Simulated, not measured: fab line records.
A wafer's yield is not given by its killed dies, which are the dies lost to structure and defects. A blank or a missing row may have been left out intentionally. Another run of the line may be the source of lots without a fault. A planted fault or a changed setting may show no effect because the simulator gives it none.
Matching of chambers | flow n5Finfet | N5_BEOL_M0_SAQP_ILD_DEP_01 on pecvd-01 has 3 sister chambers
The step deposits SiOC from DEMS/O2, target thk 45.419 nm, time 8.7 s. 6 wafers are shown with their chamber, then 7 later ones without.

== EACH WAFER AND ITS CHAMBER ==
wafer  | chamber | heaterPowerW (W) | throttleValvePct (%)
L542.6 | 1       | 497              | 12.0
L543.3 | 1       | 540              | 12.2
L544.1 | 2       | 695              | 12.1
L544.6 | 2       | 687              | 11.7
L547.2 | 0       | 409              | 11.6
L547.4 | 0       | 410              | 11.7

== WAFERS WHOSE CHAMBER IS MISSING ==
wafer  | heaterPowerW (W) | throttleValvePct (%)
L547.6 | 461              | 12.1
L557.1 | 455              | 11.1
L557.4 | 578              | 12.3
L557.6 | 716              | 12.5
L560.1 | 560              | 12.1
L560.4 | 590              | 12.3
L560.5 | 462              | 11.6

== CHAMBER TAKEN BY EACH ==
wafer  | from the rows above     | in truth
L547.6 | can't be placed: 1 or 0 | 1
L557.1 | 0                       | 0
L557.4 | 1                       | 1
L557.6 | 2                       | 2
L560.1 | 1                       | 1
L560.4 | can't be placed: 1 or 2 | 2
L560.5 | can't be placed: 0 or 1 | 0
Placed correctly: 4 of 7. These rows do not allow placing 3 (true chamber among the candidates in 3). 0 placed wrongly.
How it was worked out, from the rows above alone: a wafer's distance from a chamber is the root of the sum, over the readings, of the square of ((its reading less the chamber's mean) divided by the reading's scatter). The wafer belongs to the nearest chamber; if the next one is less than 2 further off, it can't be placed. The mean given for a chamber averages the wafers shown for that chamber. How the scatter is found: for the shown wafers, subtract from each reading the mean of its chamber, square and add these, divide the total by (wafers less chambers), then take the root.
